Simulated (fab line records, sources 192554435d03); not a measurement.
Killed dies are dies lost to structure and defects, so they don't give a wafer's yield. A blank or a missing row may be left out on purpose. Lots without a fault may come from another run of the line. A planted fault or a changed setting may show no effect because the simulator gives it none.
fab line records | flow n5_finfet
record lots=5 wafers=15 last_day=18
route steps=1938 shown BEOL_M3@968 BEOL_M4@1111
lots that met no fault: from a run of the same line without faults
start_h: hours from the record's first day to the start of the lot's first wafer shown | wait_h: hours since the lot's step before | " the same as in the row above | L1.1+2: a row that stands for several wafers | - no value, or no start given | * or withheld: withheld | < > ~ a bound
route shown NAME@n: a module of which the file shows steps, and the number in the route of the first | usual: mean/standard deviation of fault-free wafers | same: alike in all rows | chamber/n: place in a boat | sites: the reading at each site | _std_site: their standard deviation | _edge_site: outer sites' mean less inner sites' | radius_mm: how far each site lies from the wafer's centre | mask NAME#n: copy n | behind: the tool/chamber that last shaped the wafer | hold: why the lot was held/for how many hours/how that ended | device: the transistor (n, p or np) that didn't switch | end of line: the same wafers' tests at the end of the route | a step without rows: its recipe alone | killed: dies lost to structure and defects at the first sort, not the wafer's yield | map: a wafer's dies, x killed, . not, _ none there
set.NAME: the setting as run; set.NAME@STEP: as run at that earlier step | model.NAME: the simulator's own value behind a step, which no gauge read
lots at some steps of the route; a table a step, a row a wafer
services: from which hour (start_h, from the record's first day; less than 0 if before it) a tool's chamber was out of use, for how many hours, and why
## steps
# step N5_BEOL_M3_INSPECT_30
# recipe mode=adi inspect_instrument=brightfield
# usual raw_defect_count=427/110
# columns lot.wafer tool chamber start_h wait_h raw_defect_count
L305.2 defect_inspect-01 - 207.26 0.0 333
L305.3 " - " " 479
L305.6 " - " " 613
L310.1 defect_inspect-01 - 251.61 0.1 497
L310.4 " - " " 597
L310.6 " - " " 486
L309.2 defect_inspect-01 - 251.88 0.0 1021
L309.3 " - " " 661
L309.4 " - " " 700
L312.1 defect_inspect-01 - 261.30 0.1 451
L312.2 " - " " 462
L312.3 " - " " 373
L315.1 defect_inspect-02 - 268.67 0.1 405
L315.4 " - " " 339
L315.6 " - " " 390
# step N5_BEOL_M3_DESCUM_33
# recipe chemistry=O2 time_s=7 source_power_w=50 bias_power_w=20 pressure_mtorr=20 rf_frequency_hz=2.712e+07 temp_c=40 resist=CAR-EUV o2_flow_sccm=225
# step N5_BEOL_M3_ETCH_77
# recipe chemistry=N2/H2 target=underlayer target_depth_a=65 mask_material=CAR-EUV time_s=5.2 ion_energy_ev=200 pressure_mtorr=30 source_w=840 bias_w=150 n2_flow_sccm=200 h2_flow_sccm=200 ends=cleared
# step N5_BEOL_M3_ETCH_69
# recipe chemistry=CF4 target=SiARC target_depth_a=156 mask_material=CAR-EUV time_s=26 ion_energy_ev=80 pressure_mtorr=40 source_w=545 bias_w=36 Ar_flow_sccm=100 cf4_flow_sccm=100 ends=cleared
# usual drypump_motor_current_A=5.6/0.44 etch_rf_on_time_s=25.9/0.66 mfc_ar_sccm=100.0/0.3 oes_product_au=0.66/0.067 rf_vpp_V=184.1/1.1 showerhead_plenum_p_Torr=2.14/0.054 throttle_valve_pct=15.63/0.22
# columns lot.wafer tool chamber start_h wait_h drypump_motor_current_A etch_rf_on_time_s mfc_ar_sccm oes_product_au rf_hours_counter_h rf_vpp_V showerhead_plenum_p_Torr throttle_valve_pct
L305.2 rie_diel-06 3 207.34 0.0 5.6 26.8 99.7 0.61 189 185.7 2.21 15.79
L305.3 " 1 " " 6.5 25.9 99.6 0.59 232 183.5 2.11 15.73
L305.6 " 0 " " 5.1 26.0 100.3 0.68 - 182.2 2.08 15.82
L310.1 rie_diel-05 2 251.70 0.0 6.2 25.4 100.0 0.71 77 184.4 2.15 15.24
L310.4 " 0 " " 5.2 25.5 99.9 0.70 99 182.1 2.08 15.34
L310.6 " 3 " " 5.1 25.8 100.2 0.83 - 184.3 2.13 15.56
L309.2 rie_diel-02 2 251.96 0.0 6.1 25.4 99.9 0.64 180 184.3 2.12 15.64
L309.3 " 0 " " 5.1 26.9 100.2 0.59 205 184.9 2.22 16.02
L309.4 " 1 " " 5.6 26.8 99.8 0.69 68 181.9 2.09 15.72
L312.1 rie_diel-05 0 261.42 0.0 5.2 25.6 100.0 0.70 102 183.1 2.08 15.34
L312.2 " 1 " " 5.6 25.3 100.0 0.61 232 185.6 2.19 15.67
L312.3 " 3 " " 5.1 26.2 100.3 0.81 6 183.4 2.13 15.55
L315.1 rie_diel-06 0 268.76 0.0 5.2 26.4 99.8 0.66 132 183.6 2.07 15.85
L315.4 " 2 " " 5.6 26.3 100.3 0.62 198 185.3 2.22 15.67
L315.6 " 0 " " 5.2 26.6 99.9 0.66 - 182.5 2.07 15.86
# step N5_BEOL_M3_ALD_98
# recipe material=SiO2 target_thk_a=25 temp_c=100 ald_precursor_family=BDEAS ald_co_reactant=O2-plasma pulse_time_s=1 co_reactant_pulse_time_s=1 purge_time_s=2 co_reactant_purge_time_s=2 ald_cycles=17 pressure_torr=2
# step N5_BEOL_M3_ETCHBACK_99
# recipe chemistry=CHF3 target=SiO2 target_depth_a=50 time_s=10.4 source_w=215 bias_w=47 Ar_flow_sccm=200 CHF3_flow_sccm=12 ion_energy_ev=100 pressure_mtorr=30
# usual CHF3_flow_sccm=12.00/0.032 drypump_motor_current_A=5.6/0.41 mfc_ar_sccm=200.1/0.68 oes_product_au=0.77/0.078 rf_vpp_V=241/4.5 showerhead_plenum_p_Torr=2.15/0.061 throttle_valve_pct=17.09/0.24
# columns lot.wafer tool chamber start_h wait_h CHF3_flow_sccm drypump_motor_current_A mfc_ar_sccm oes_product_au rf_hours_counter_h rf_vpp_V showerhead_plenum_p_Torr throttle_valve_pct
L305.2 rie_diel-05 0 235.98 28.5 12.00 5.2 199.1 0.82 94 234 2.11 16.86
L305.3 " 2 " " 11.99 6.2 199.6 0.83 72 249 2.17 16.72
L305.6 " 1 " " 12.02 5.6 200.6 0.71 - 242 2.20 17.02
L310.1 rie_diel-06 0 261.62 9.7 11.95 5.2 201.3 0.78 131 247 2.09 17.38
L310.4 " 1 " " 12.03 6.5 200.1 0.67 247 242 2.10 17.08
L310.6 " 1 " " 12.03 6.5 200.9 0.67 - 242 2.10 17.09
L309.2 rie_diel-02 1 266.79 14.7 12.00 5.6 199.9 0.81 72 235 2.08 17.09
L309.3 " 3 " " 11.93 5.6 198.9 0.90 23 238 2.09 16.77
L309.4 " 0 " " 12.01 5.1 200.9 0.69 209 245 2.24 17.53
L312.1 rie_diel-06 1 270.47 8.9 11.99 6.5 200.2 0.66 250 245 2.10 17.10
L312.2 " 3 " " 12.02 5.6 199.7 0.70 205 239 2.21 17.23
L312.3 " 0 " " 11.95 5.2 200.8 0.77 133 248 2.09 17.38
L315.1 rie_diel-05 1 274.63 5.7 11.95 5.6 198.1 0.70 235 240 2.20 17.03
L315.4 " 3 " " 12.00 5.1 199.5 0.94 9 242 2.13 17.07
L315.6 " 1 " " 11.94 5.6 198.5 0.71 - 241 2.20 17.04
# step N5_BEOL_M3_ETCH_70
# recipe chemistry=N2/H2 target=SOC target_depth_a=800 overetch_a=160 mask_material=SiARC temp_c=40 time_s=120 ion_energy_ev=200 pressure_mtorr=30 source_w=840 bias_w=150 n2_flow_sccm=200 h2_flow_sccm=200
# usual drypump_motor_current_A=5.6/0.41 n2_flow_sccm=200.1/0.6 oes_product_au=0.59/0.057 rf_vpp_V=523.9/2.1 showerhead_plenum_p_Torr=2.54/0.066 throttle_valve_pct=17.83/0.24
# columns lot.wafer tool chamber start_h wait_h drypump_motor_current_A n2_flow_sccm oes_product_au rf_hours_counter_h rf_vpp_V showerhead_plenum_p_Torr throttle_valve_pct
L305.2 rie_diel-05 0 236.02 0.0 5.2 201.1 0.63 94 521.2 2.44 17.26
L305.3 " 2 " " 6.2 201.1 0.64 72 525.5 2.60 17.58
L305.6 " 1 " " 5.6 199.4 0.55 - 526.4 2.62 17.78
L310.1 rie_diel-06 0 261.65 0.0 5.2 199.7 0.59 131 520.9 2.45 18.09
L310.4 " 1 " " 6.6 200.0 0.51 247 522.4 2.52 18.09
L310.6 " 1 " " 6.6 199.9 0.51 - 523.3 2.52 18.09
L309.2 rie_diel-02 1 266.82 0.0 5.6 199.7 0.63 72 521.2 2.48 17.89
L309.3 " 3 " " 5.6 199.7 0.68 23 522.2 2.50 17.70
L309.4 " 0 " " 5.1 200.2 0.54 209 527.3 2.61 18.14
L312.1 rie_diel-06 1 270.50 0.0 6.5 199.6 0.51 250 522.6 2.52 18.09
L312.2 " 3 " " 5.7 198.9 0.54 205 526.1 2.62 17.97
L312.3 " 0 " " 5.2 200.7 0.59 133 521.2 2.45 18.10
L315.1 rie_diel-05 1 274.66 0.0 5.6 201.5 0.54 235 526.6 2.62 17.79
L315.4 " 3 " " 5.1 200.0 0.72 9 522.0 2.48 17.74
L315.6 " 1 " " 5.6 200.5 0.54 - 525.9 2.62 17.79
# step N5_BEOL_M3_STRIP_71
# recipe chemistry=N2/H2 temp_c=40 n2_flow_sccm=200 h2_flow_sccm=200 rf_frequency_hz=6e+07
# step N5_BEOL_M3_STRIP_78
# recipe chemistry=N2/H2 temp_c=40 n2_flow_sccm=200 h2_flow_sccm=200 rf_frequency_hz=6e+07
# step N5_BEOL_M3_VIA_ETCH_34
# recipe chemistry=C4F6/O2 target_depth_a=694 mask_material=SOC pressure_mtorr=15 ion_energy_ev=250 taper_deg=4 time_s=65.9 source_w=350 bias_w=170 Ar_flow_sccm=300 C4F6_flow_sccm=10 O2_flow_sccm=10
# step N5_BEOL_M3_STRIP_83
# recipe chemistry=C4F6/O2 resist=SiARC rf_frequency_hz=6e+07
# step N5_BEOL_M3_STRIP_36
# recipe chemistry=N2/H2 power_w=450 temp_c=40 pressure_mtorr=20 rf_frequency_hz=6e+07 overash_fraction=0.3 bias_power_w=7 h2_frac=0.5 n2_flow_sccm=200 h2_flow_sccm=200
# step N5_BEOL_M3_TRENCH_ETCH_37
# recipe chemistry=C4F6/O2 target_depth_a=555.55 target=SiOC time_s=29.2 ion_energy_ev=250 pressure_mtorr=30 source_w=355 bias_w=185 Ar_flow_sccm=300 C4F6_flow_sccm=10 O2_flow_sccm=10
# usual drypump_motor_current_A=5.6/0.41 mfc_ar_sccm=300.0/0.9 oes_o_777_au=0.78/0.071 oes_product_au=0.78/0.078 rf_vpp_V=665/12 showerhead_plenum_p_Torr=2.85/0.077 throttle_valve_pct=20.87/0.26
# columns lot.wafer tool chamber start_h wait_h drypump_motor_current_A mfc_ar_sccm oes_o_777_au oes_product_au rf_hours_counter_h rf_vpp_V showerhead_plenum_p_Torr throttle_valve_pct model.etch.depth_nm model.BEOL_M3.feature_depth_nm model.TiN_of_BEOL_M3_HM_DEP_02.thk_nm
L305.2 rie_diel-05 0 236.22 - 5.3 299.7 0.83 0.83 94 648 2.79 20.67 56.57 56.6 18
L305.3 " 2 " " 6.2 300.4 0.84 0.84 72 687 2.88 20.50 56.76 56.8 18.2
L305.6 " 1 " " 5.6 301.1 0.75 0.72 - 666 2.91 20.70 56.76 56.8 18
L310.1 rie_diel-06 0 261.86 - 5.2 301.0 0.73 0.78 131 684 2.77 21.25 56.01 56 17.8
L310.4 " 1 " " 6.5 300.6 0.67 0.66 247 676 2.78 20.83 54.31 54.4 17.8
L310.6 " 1 " " 6.5 301.5 0.67 0.66 - 674 2.78 20.82 54.84 54.8 18
L309.2 rie_diel-02 1 267.02 - 5.6 299.6 0.80 0.80 72 647 2.75 20.83 53.91 54 17.8
L309.3 " 3 " " 5.6 301.1 0.91 0.91 23 659 2.77 20.57 56.7 56.8 17.8
L309.4 " 0 " " 5.1 301.2 0.70 0.69 209 674 2.96 21.35 54.22 54.2 17.6
L312.1 rie_diel-06 1 270.71 - 6.5 301.6 0.67 0.59 250 675 2.78 20.81 45.14 45.2 17.8
L312.2 " 3 " " 5.6 300.5 0.72 0.69 205 663 2.92 20.96 53.21 53.2 17.4
L312.3 " 0 " " 5.2 300.5 0.73 0.76 133 686 2.77 21.23 55.1 55.2 17.2
L315.1 rie_diel-05 1 274.86 - 5.6 300.3 0.74 0.70 235 666 2.90 20.72 55.9 56 17.2
L315.4 " 3 " " 5.1 300.9 0.92 0.94 9 667 2.82 20.97 55.37 55.4 17.4
L315.6 " 1 " " 5.6 301.4 0.75 0.70 - 667 2.90 20.73 55.6 55.6 17.2
# step N5_BEOL_M3_ETCH_41
# recipe chemistry=CH3F/O2 target=SiCN target_depth_a=299 taper_deg=2 time_s=52.5 ion_energy_ev=120 mask_material=TiN pressure_mtorr=30 source_w=395 bias_w=75 Ar_flow_sccm=150 CH3F_flow_sccm=30 O2_flow_sccm=20
# usual drypump_motor_current_A=5.6/0.41 mfc_ar_sccm=150.0/0.48 oes_product_au=0.78/0.078 rf_vpp_V=297.3/1.3 showerhead_plenum_p_Torr=2.00/0.056 throttle_valve_pct=16.34/0.23
# columns lot.wafer tool chamber start_h wait_h drypump_motor_current_A mfc_ar_sccm oes_product_au rf_hours_counter_h rf_vpp_V showerhead_plenum_p_Torr throttle_valve_pct
L305.2 rie_diel-05 0 - - 5.2 150.7 0.83 94 296.1 1.95 16.10
L305.3 " 2 " " 6.2 150.7 0.83 72 297.4 2.03 16.01
L305.6 " 1 " " 5.6 149.3 0.71 - 299.2 2.05 16.28
L310.1 rie_diel-06 0 - - 5.2 149.7 0.78 131 295.8 1.94 16.61
L310.4 " 1 " " 6.6 150.2 0.66 247 296.1 1.95 16.38
L310.6 " 1 " " 6.6 150.6 0.67 - 296.2 1.95 16.41
L309.2 rie_diel-02 1 - - 5.6 149.9 0.81 72 296.3 1.93 16.32
L309.3 " 3 " " 5.6 150.1 0.90 23 295.7 1.94 16.03
L309.4 " 0 " " 5.1 150.6 0.69 209 299.2 2.08 16.75
L312.1 rie_diel-06 1 - - 6.5 150.7 0.67 250 296.1 1.95 16.41
L312.2 " 3 " " 5.6 150.4 0.70 205 298.0 2.06 16.49
L312.3 " 0 " " 5.1 149.6 0.78 133 297.2 1.94 16.60
L315.1 rie_diel-05 1 - - 5.6 150.6 0.70 235 298.4 2.04 16.31
L315.4 " 3 " " 5.1 150.5 0.94 9 296.7 1.98 16.27
L315.6 " 1 " " 5.6 150.2 0.71 - 296.8 2.04 16.32
# step N5_BEOL_M3_STRIP_97
# recipe chemistry=N2/H2 time_s=10 power_w=450 temp_c=40 pressure_mtorr=20 rf_frequency_hz=6e+07 bias_power_w=7 n2_flow_sccm=200 h2_flow_sccm=200
# usual drypump_motor_current_A=5.6/0.41 n2_flow_sccm=200.0/0.56 oes_product_au=0.77/0.079 rf_vpp_V=59.1/0.9 showerhead_plenum_p_Torr=2.54/0.066 throttle_valve_pct=23.6/0.32
# columns lot.wafer tool chamber start_h wait_h drypump_motor_current_A n2_flow_sccm oes_product_au rf_hours_counter_h rf_vpp_V showerhead_plenum_p_Torr throttle_valve_pct
L305.2 rie_diel-05 0 - - 5.3 199.5 0.82 94 60.6 2.44 22.9
L305.3 " 2 " " 6.2 199.9 0.83 72 60.0 2.59 23.4
L305.6 " 1 " " 5.6 200.0 0.70 - 59.4 2.62 23.5
L310.1 rie_diel-06 0 - - 5.2 199.5 0.78 131 58.1 2.45 24.0
L310.4 " 1 " " 6.5 199.5 0.65 247 58.0 2.52 24.0
L310.6 " 1 " " 6.5 199.1 0.66 - 58.4 2.52 24.0
L309.2 rie_diel-02 1 - - 5.7 199.4 0.80 72 60.1 2.48 23.6
L309.3 " 3 " " 5.6 199.5 0.87 23 59.3 2.49 23.7
L309.4 " 0 " " 5.1 199.9 0.67 209 57.6 2.60 24.0
L312.1 rie_diel-06 1 - - 6.5 200.9 0.66 250 59.0 2.52 24.0
L312.2 " 3 " " 5.6 200.1 0.70 205 58.5 2.62 23.7
L312.3 " 0 " " 5.2 200.3 0.78 133 59.1 2.45 24.0
L315.1 rie_diel-05 1 - - 5.6 200.1 0.69 235 60.1 2.61 23.5
L315.4 " 3 " " 5.1 200.3 0.93 9 58.3 2.48 23.7
L315.6 " 1 " " 5.6 200.0 0.69 - 59.3 2.61 23.5
# step N5_BEOL_M3_OCD_MEAS_38
# usual trench_depth_nm=55.3/1.1
# columns lot.wafer tool chamber start_h wait_h trench_depth_nm
L305.2 ocd-01 - 236.38 - 56.1
L305.3 " - " " 56.5
L305.6 " - " " 57.1
L310.1 ocd-02 - 262.01 - 55.6
L310.4 " - " " 54.5
L310.6 " - " " 54.9
L309.2 ocd-01 - 267.18 - 53.8
L309.3 " - " " 56.5
L309.4 " - " " 54.2
L312.1 ocd-02 - 270.86 - 45.3
L312.2 " - " " 53.4
L312.3 " - " " 55.1
L315.1 ocd-01 - 275.02 - 56.3
L315.4 " - " " 55.6
L315.6 " - " " 55.8
# step N5_BEOL_M3_HM_STRIP_39
# recipe chemistry=peroxide_tin_strip material=TiN target_depth_a=250 temp_c=50 time_s=158
# step N5_BEOL_M4_RC_MEAS_101
# usual DIBL_N=36.5/1.9 DIBL_P=36.4/2.2 IOFF_N=0.17/0.034 IOFF_P=0.21/0.036 ION_N=678/12 ION_P=462/7.1 SS_N=71.7/0.61 SS_P=73.4/0.71 VT_N=249/3.5 VT_P=-251/3
# columns lot.wafer tool chamber start_h wait_h DIBL_N[mV/V] DIBL_P[mV/V] IOFF_N[nA/um] IOFF_P[nA/um] ION_N[uA/um] ION_P[uA/um] SS_N[mV/dec] SS_P[mV/dec] VT_N[mV] VT_P[mV]
L305.2 prober-01 0 250.03 0.2 38.1 37.9 0.17 0.21 663 458 72.2 73.1 252 -248
L305.3 " 0 " " 39.3 40.2 0.21 0.26 692 477 72.7 73.7 245 -249
L305.6 " 0 " " 38.5 39.6 0.20 0.23 696 466 72.0 73.6 246 -251
L310.1 prober-02 0 282.52 0.0 35.1 34.5 0.13 0.18 653 452 71.7 73.2 253 -253
L310.4 " 0 " " 34.2 34.1 0.13 0.18 664 455 71.0 72.9 251 -251
L310.6 " 0 " " 36.2 36.1 0.16 0.21 673 460 71.8 73.8 252 -251
L309.2 prober-01 0 289.64 0.2 39.4 39.8 0.20 0.22 678 455 72.7 74.0 248 -254
L309.3 " 0 " " 39.5 40.4 0.22 0.25 705 469 71.9 74.3 245 -252
L309.4 " 0 " " 37.7 37.5 0.16 0.19 670 451 72.4 74.2 251 -253
L315.1 prober-01 0 297.96 0.0 38.3 40.4 0.22 0.26 690 464 72.9 74.2 246 -249
L315.4 " 0 " " 39.2 41.2 0.25 0.26 698 466 73.2 74.2 243 -249
L315.6 " 0 " " 37.7 39.8 0.20 0.23 685 468 73.0 73.7 248 -250
L312.1 prober-02 0 298.30 0.0 38.4 37.8 0.19 0.24 687 474 71.7 73.8 247 -249
L312.2 " 0 " " 35.8 34.0 0.13 0.17 664 450 72.1 72.6 253 -253
L312.3 " 0 " " 36.9 36.0 0.17 0.21 697 469 71.6 73.1 244 -248
## services
# columns tool chamber start_h hours kind
rie_diel-02 3 205.74 6.4 repair
rie_diel-02 0 207.35 34.2 repair
rie_diel-05 3 225.33 - clean
rie_diel-05 3 225.33 - consumable_replace:focus_ring
rie_diel-05 3 225.33 13.3 scheduled_down
rie_diel-05 3 225.33 13.3 vent_cycle
rie_diel-02 - 257.56 0.3 repair
rie_diel-05 2 260.27 5.0 repair
rie_diel-02 0 271.01 5.8 repair
rie_diel-06 1 271.31 - clean
rie_diel-06 1 271.31 - consumable_replace:focus_ring
rie_diel-06 1 271.31 32.9 scheduled_down
rie_diel-06 1 271.31 32.9 vent_cycle
## key
first_sign step=N5_BEOL_M3_OCD_MEAS_38 reading=trench_depth_nm direction=down sigmas=9.3 usual=55.3 struck=45.3
effect none on later readings
model_effect step=N5_BEOL_M3_TRENCH_ETCH_37 value=etch.depth_nm without=55.03 struck=45.14
met_at N5_BEOL_M3_TRENCH_ETCH_37
struck_wafers L312.1
onset_between 261.86 270.71
fault kind=process_parameter_drift tool=rie_diel-06 chamber=1 onset_h=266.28 steps=N5_BEOL_M3_TRENCH_ETCH_37 channel=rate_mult offset=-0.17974 shape=step end_h=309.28
